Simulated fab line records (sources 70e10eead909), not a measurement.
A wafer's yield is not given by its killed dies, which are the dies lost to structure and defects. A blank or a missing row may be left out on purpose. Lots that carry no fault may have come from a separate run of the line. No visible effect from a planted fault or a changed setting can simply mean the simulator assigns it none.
Matching of chambers -- flow nand_harc -- NHARC_A_STAIRCASE_DEP_151 on pecvd-04 has 3 sister chambers
The step deposits SiO2, target thk 3800 nm. 6 wafers are shown with their chamber, then 12 later ones without.

== WAFERS WITH THEIR CHAMBER ==
wafer,chamber,heater_power_w (W),susceptor_temp_C (C)
L079.3,1,738,399.57
L083.5,1,618,400.18
L086.5,0,563,399.99
L085.2,2,539,400.17
L085.4,2,467,400.14
L085.6,0,560,400.04

== WAFERS WHOSE CHAMBER IS MISSING ==
wafer,heater_power_w (W),susceptor_temp_C (C)
L089.3,719,400.20
L089.4,455,400.50
L089.6,579,399.95
L088.3,677,400.06
L088.4,604,399.90
L088.5,582,399.91
L094.2,609,399.96
L094.3,755,400.47
L094.6,592,400.41
L097.3,736,400.09
L097.5,465,399.94
L097.6,605,400.29

== EACH ONE'S CHAMBER ==
wafer,from the rows above,in truth
L089.3,can't be placed: 1 or 0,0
L089.4,can't be placed: 2 or 0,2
L089.6,can't be placed: 0 or 2 or 1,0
L088.3,can't be placed: 1 or 0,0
L088.4,can't be placed: 0 or 1 or 2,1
L088.5,can't be placed: 0 or 1 or 2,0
L094.2,can't be placed: 0 or 1 or 2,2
L094.3,can't be placed: 1 or 0 or 2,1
L094.6,can't be placed: 0 or 2 or 1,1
L097.3,can't be placed: 1 or 0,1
L097.5,can't be placed: 2 or 0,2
L097.6,can't be placed: 0 or 2 or 1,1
Correctly placed: 0 of 12. Unplaceable from these rows: 12, with the true chamber sitting among the candidates in 12. Number placed wrongly: 0.
How it was worked out, from the rows above alone: a wafer's distance from a chamber is the root of the sum, over the readings, of the square of ((its reading less the chamber's mean) divided by the reading's scatter). The wafer belongs to the nearest chamber; if the next one is less than 2 further off, it can't be placed. A chamber's mean is the mean of its shown wafers. The scatter is the square root of a quotient: the sum, over the shown wafers, of each reading's squared deviation from its chamber's mean, divided by wafers minus chambers.
